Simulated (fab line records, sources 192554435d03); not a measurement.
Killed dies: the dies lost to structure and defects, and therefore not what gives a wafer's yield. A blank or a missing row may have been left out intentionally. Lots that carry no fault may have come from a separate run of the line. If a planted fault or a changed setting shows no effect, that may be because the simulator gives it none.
Which of the tools did it? | flow n5_finfet | 21 wafers from 7 lots sampled at 8 of the route's 1938 steps

== WHAT THE GAUGES READ, wafer by wafer ==
N5_SD_EPI_N_INSPECT_26: inspects for defects (darkfield). Usual: raw_defect_count at 229, with a standard deviation of 45.
lot  | measured    | on                | raw_defect_count | flag
L174 | day 4 07:59 | defect_inspect-01 | 267 163 182      |
L176 | day 4 21:04 | defect_inspect-01 | 212 139 179      |
L179 | day 5 15:05 | defect_inspect-01 | 817 811 899      | OFF
L183 | day 6 17:38 | defect_inspect-01 | 216 208 247      |
L184 | day 6 19:24 | defect_inspect-02 | 790 776 788      | OFF
L191 | day 8 14:02 | defect_inspect-01 | 268 259 353      |
L193 | day 8 23:13 | defect_inspect-01 | 241 252 234      |

N5_SD_EPI_P_INSPECT_11: inspects for defects (macro). Usual: raw_defect_count at 2.1, with a standard deviation of 1.5.
lot  | measured    | on                | raw_defect_count | flag
L174 | day 4 08:26 | defect_inspect-02 | 2 2 4            |
L176 | day 4 21:32 | defect_inspect-02 | 5 4 1            |
L179 | day 5 15:32 | defect_inspect-01 | >300 >300 >300   | OFF
L183 | day 6 17:58 | defect_inspect-02 | 3 5 4            |
L184 | day 6 19:55 | defect_inspect-02 | >300 >300 >300   | OFF
L191 | day 8 15:14 | defect_inspect-01 | 1 1 1            |
L193 | day 8 23:40 | defect_inspect-02 | 1 2 0            |

N5_SD_EPI_P_INSPECT_26: inspects for defects (darkfield). Usual: raw_defect_count at 200, with a standard deviation of 40.
lot  | measured    | on                | raw_defect_count | flag
L174 | day 4 12:13 | defect_inspect-02 | 274 136 220      |
L176 | day 5 01:22 | defect_inspect-02 | 203 144 180      |
L179 | day 5 19:17 | defect_inspect-02 | 802 823 833      | OFF
L183 | day 6 22:34 | defect_inspect-02 | 170 190 197      |
L184 | day 6 23:43 | defect_inspect-01 | 714 729 737      | OFF
L191 | day 8 18:59 | defect_inspect-02 | 214 232 256      |
L193 | day 9 03:25 | defect_inspect-01 | 251 185 196      |

N5_BEOL_M4_RC_MEAS_101. Usual: DIBL_N 36.3 mV/V, standard deviation 1.4; DIBL_P 35.7 mV/V, standard deviation 1.5; IOFF_N 0.155 nA/um, standard deviation 0.022; IOFF_P 0.204 nA/um, standard deviation 0.027; ION_N 671 uA/um, standard deviation 9; ION_P 459 uA/um, standard deviation 6.2; SS_N 71.5 mV/dec, standard deviation 0.54; SS_P 73.1 mV/dec, standard deviation 0.56; VT_N 250.2 mV, standard deviation 2.6; VT_P -251 mV, standard deviation 3.3.
lot  | measured     | on        | DIBL_N (mV/V)  | DIBL_P (mV/V)  | IOFF_N (nA/um)    | IOFF_P (nA/um)    | ION_N (uA/um) | ION_P (uA/um) | SS_N (mV/dec)  | SS_P (mV/dec)  | VT_N (mV)         | VT_P (mV)      | flag
L174 | day 8 23:38  | prober-02 | 36.2 34.4 36.4 | 35.2 33.4 34.8 | 0.150 0.129 0.161 | 0.229 0.214 0.235 | 666 670 667   | 468 471 461   | 71.1 70.6 70.9 | 73.1 72.0 73.4 | 252.7 251.9 248.3 | -247 -250 -247 |
L176 | day 9 17:58  | prober-01 | 39.1 38.6 38.9 | 38.6 37.1 37.1 | 0.197 0.182 0.195 | 0.257 0.242 0.238 | 682 665 678   | 466 454 458   | 72.3 71.6 73.4 | 73.6 74.0 73.4 | 247.3 248.6 250.4 | -245 -246 -249 |
L179 | day 10 16:14 | prober-01 | 34.8 36.0 36.4 | 33.3 35.0 35.6 | 0.128 0.153 0.152 | 0.189 0.218 0.225 | 669 679 662   | 468 465 464   | 72.3 71.9 71.5 | 73.1 72.9 72.9 | 252.8 248.1 250.0 | -247 -248 -247 |
L183 | day 11 07:46 | prober-01 | 35.8 36.0 36.3 | 33.7 34.3 33.9 | 0.151 0.158 0.159 | 0.171 0.180 0.179 | 668 682 673   | 451 462 457   | 72.0 70.8 71.1 | 73.8 73.5 74.0 | 252.2 250.4 250.6 | -260 -255 -255 |
L184 | day 11 13:34 | prober-01 | 36.8 36.0 35.6 | 34.0 33.6 33.8 | 0.151 0.138 0.136 | 0.169 0.161 0.166 | 666 667 671   | 454 451 457   | 71.4 71.5 71.4 | 72.9 72.5 73.1 | 248.8 253.7 252.2 | -257 -254 -256 |
L191 | day 13 06:14 | prober-02 | 37.1 36.2 37.1 | 36.6 35.7 37.5 | 0.183 0.157 0.176 | 0.232 0.210 0.248 | 679 667 677   | 465 458 468   | 71.5 71.2 71.0 | 72.9 72.2 73.3 | 246.5 250.3 246.7 | -248 -249 -245 |
L193 | day 13 19:38 | prober-01 | 35.3 37.3 35.1 | 34.7 35.9 34.5 | 0.137 0.166 0.135 | 0.179 0.192 0.178 | 669 671 668   | 460 452 457   | 71.7 71.9 71.5 | 72.8 72.1 72.3 | 250.5 249.3 253.9 | -255 -252 -253 |

== WHICH TOOL RAN EACH LOT (tool, then ch and the chambers of the sampled wafers, then the start) ==
lot  | N5_DUMMY_GATE_ETCH_42             | N5_SD_EPI_N_STRIP_38                | N5_SD_EPI_P_ETCH_36               | N5_SD_EPI_P_ETCHBACK_46
L174 | rie_diel-06 ch 0,1,2, day 4 02:47 | plasma_asher-01 ch 0,1, day 4 04:50 | rie_diel-04 ch 0,1,2, day 4 08:31 | rie_diel-04 ch 0,1,2, day 4 08:53
L176 | rie_diel-02 ch 1,3, day 4 13:16   | plasma_asher-01 ch 0,1, day 4 17:03 | rie_diel-06 ch 1,2,3, day 4 21:41 | rie_diel-06 ch 1,2,3, day 4 22:04
L179 | rie_diel-02 ch 0,2,3, day 5 09:36 | plasma_asher-01 ch 0,1, day 5 11:36 | rie_diel-02 ch 0,1,3, day 5 15:36 | rie_diel-02 ch 0,1,3, day 5 15:59
L183 | rie_diel-04 ch 1,3, day 6 12:16   | plasma_asher-02 ch 0,1, day 6 14:25 | rie_diel-02 ch 1,2,3, day 6 18:02 | rie_diel-02 ch 1,2,3, day 6 18:25
L184 | rie_diel-02 ch 0,1, day 6 13:50   | plasma_asher-01 ch 0,1, day 6 15:58 | rie_diel-02 ch 2,3, day 6 20:00   | rie_diel-02 ch 2,3, day 6 20:23
L191 | rie_diel-06 ch 0,2, day 8 07:59   | plasma_asher-02 ch 0,1, day 8 10:08 | rie_diel-02 ch 0,1,3, day 8 15:17 | rie_diel-02 ch 0,1,3, day 8 15:40
L193 | rie_diel-06 ch 2,3, day 8 17:32   | plasma_asher-02 ch 0,1, day 8 20:02 | rie_diel-04 ch 0,2,3, day 8 23:44 | rie_diel-04 ch 0,2,3, day 9 00:07
- N5_DUMMY_GATE_ETCH_42: etches SiO2 in CHF3/O2, target depth 3.5 nm, time 31 s.
- N5_SD_EPI_N_STRIP_38: strips in N2/H2.
- N5_SD_EPI_P_ETCH_36: etches SiARC in CF4, target depth 45.5 nm, time 75.8 s.
- N5_SD_EPI_P_ETCHBACK_46: etches SiNx in CH3F/O2, stops on SiO2, target depth 17.5 nm.

== WHAT THE TOOLS THEMSELVES READ (means of the sampled wafers that have a number; where no wafer has one, the mark that the record gives instead) ==
N5_DUMMY_GATE_ETCH_42. Usual: drypump_motor_current_A 5.84 A, standard deviation 0.26; oes_o_777_au 0.76 a.u., standard deviation 0.063; oes_product_au 0.76 a.u., standard deviation 0.068; rf_vpp_V 42.7 V, standard deviation 0.83; showerhead_plenum_p_Torr 2.42 Torr, standard deviation 0.068; throttle_valve_pct 18.93 %, standard deviation 0.23.
lot  | tool        | drypump_motor_current_A (A) | oes_o_777_au (a.u.) | oes_product_au (a.u.) | rf_vpp_V (V) | showerhead_plenum_p_Torr (Torr) | throttle_valve_pct (%) | flag
L174 | rie_diel-06 | 5.85                        | 0.74                | 0.73                  | 42.8         | 2.49                            | 18.93                  |
L176 | rie_diel-02 | 5.80                        | 0.72                | 0.71                  | 43.0         | 2.42                            | 19.03                  |
L179 | rie_diel-02 | 5.67                        | 0.76                | 0.76                  | 41.9         | 2.41                            | 18.84                  |
L183 | rie_diel-04 | 5.71                        | 0.82                | 0.83                  | 43.6         | 2.45                            | 18.95                  |
L184 | rie_diel-02 | 5.97                        | 0.75                | 0.74                  | 42.6         | 2.40                            | 19.06                  |
L191 | rie_diel-06 | 5.81                        | 0.70                | 0.70                  | 43.0         | 2.48                            | 19.11                  |
L193 | rie_diel-06 | 6.02                        | 0.78                | 0.78                  | 43.1         | 2.39                            | 18.91                  |

N5_SD_EPI_N_STRIP_38. Usual: drypump_motor_current_A 5.67 A, standard deviation 0.21; heater_power_w 319 W, standard deviation 25; oes_product_au 0.761 a.u., standard deviation 0.011.
lot  | tool            | drypump_motor_current_A (A) | heater_power_w (W) | oes_product_au (a.u.) | flag
L174 | plasma_asher-01 | 5.50                        | 329                | 0.754                 |
L176 | plasma_asher-01 | 5.53                        | 325                | 0.760                 |
L179 | plasma_asher-01 | 5.56                        | 319                | 0.760                 |
L183 | plasma_asher-02 | 5.89                        | 322                | 0.762                 |
L184 | plasma_asher-01 | 5.48                        | 325                | 0.762                 |
L191 | plasma_asher-02 | 5.87                        | 324                | 0.760                 |
L193 | plasma_asher-02 | 5.74                        | 301                | 0.755                 |

N5_SD_EPI_P_ETCH_36. Usual: drypump_motor_current_A 5.80 A, standard deviation 0.28; etch_rf_on_time_s 75.6 s, standard deviation 1.5; oes_product_au 0.66 a.u., standard deviation 0.069; rf_vpp_V 184.2 V, standard deviation 1.2; showerhead_plenum_p_Torr 2.15 Torr, standard deviation 0.066; throttle_valve_pct 15.70 %, standard deviation 0.28.
lot  | tool        | drypump_motor_current_A (A) | etch_rf_on_time_s (s) | oes_product_au (a.u.) | rf_vpp_V (V) | showerhead_plenum_p_Torr (Torr) | throttle_valve_pct (%) | flag
L174 | rie_diel-04 | 5.97                        | 74.8                  | 0.70                  | 184.3        | 2.12                            | 15.60                  |
L176 | rie_diel-06 | 5.96                        | 75.4                  | 0.67                  | 184.7        | 2.17                            | 15.69                  |
L179 | rie_diel-02 | 5.86                        | 77.3                  | 0.63                  | 184.4        | 2.16                            | 15.86                  |
L183 | rie_diel-02 | 5.58                        | 76.8                  | 0.62                  | 183.3        | 2.13                            | 15.73                  |
L184 | rie_diel-02 | 5.49                        | 77.2                  | 0.61                  | 183.8        | 2.16                            | 15.70                  |
L191 | rie_diel-02 | 5.85                        | 76.2                  | 0.61                  | 184.5        | 2.15                            | 15.89                  |
L193 | rie_diel-04 | 5.70                        | 73.8                  | 0.69                  | 183.9        | 2.14                            | 15.59                  |

N5_SD_EPI_P_ETCHBACK_46. Usual: drypump_motor_current_A 5.80 A, standard deviation 0.28; oes_o_777_au 0.77 a.u., standard deviation 0.075; oes_product_au 0.66 a.u., standard deviation 0.063; rf_vpp_V 298.0 V, standard deviation 2.6; showerhead_plenum_p_Torr 2.01 Torr, standard deviation 0.063; throttle_valve_pct 16.44 %, standard deviation 0.27.
lot  | tool        | drypump_motor_current_A (A) | oes_o_777_au (a.u.) | oes_product_au (a.u.) | rf_vpp_V (V) | showerhead_plenum_p_Torr (Torr) | throttle_valve_pct (%) | flag
L174 | rie_diel-04 | 5.98                        | 0.82                | 0.69                  | 297.5        | 1.98                            | 16.33                  |
L176 | rie_diel-06 | 5.97                        | 0.78                | 0.66                  | 302.1        | 2.03                            | 16.42                  |
L179 | rie_diel-02 | 5.85                        | 0.73                | 0.63                  | 298.2        | 2.02                            | 16.59                  |
L183 | rie_diel-02 | 5.61                        | 0.73                | 0.63                  | 296.9        | 1.99                            | 16.46                  |
L184 | rie_diel-02 | 5.50                        | 0.72                | 0.62                  | 295.6        | 2.01                            | 16.41                  |
L191 | rie_diel-02 | 5.85                        | 0.71                | 0.62                  | 297.6        | 2.01                            | 16.63                  |
L193 | rie_diel-04 | 5.69                        | 0.80                | 0.68                  | 297.7        | 2.00                            | 16.32                  |

== THE ANSWER, worked out from the rows above alone ==
Rule: a lot counts as off when the mean over its wafers that have a number is more than 3 standard deviations away from the usual mean. A lot without any number at a reading at which 4 lots or more have one is off too. All remaining lots with rows at the step are treated as sound. After the gauges, taken in route order, come the tools' own readings; for these a lot's mean is taken, as printed above. The first step at which some lot is off is used, and at that step the reading that is off furthest; a lot without a number counts as furthest.
Off: L179, L184, at N5_SD_EPI_N_INSPECT_26 (raw_defect_count).
If a tool, at a process step before that reading, ran all the lots that are off and no sound lot after the first of them, it fits. Gauges at N5_SD_EPI_N_INSPECT_26: tried the same way as those tools. Can't be told from this: 2 tools fit, rie_diel-02 at N5_DUMMY_GATE_ETCH_42, plasma_asher-01 at N5_SD_EPI_N_STRIP_38.

== WHAT THE SIMULATOR HAD INSERTED ==
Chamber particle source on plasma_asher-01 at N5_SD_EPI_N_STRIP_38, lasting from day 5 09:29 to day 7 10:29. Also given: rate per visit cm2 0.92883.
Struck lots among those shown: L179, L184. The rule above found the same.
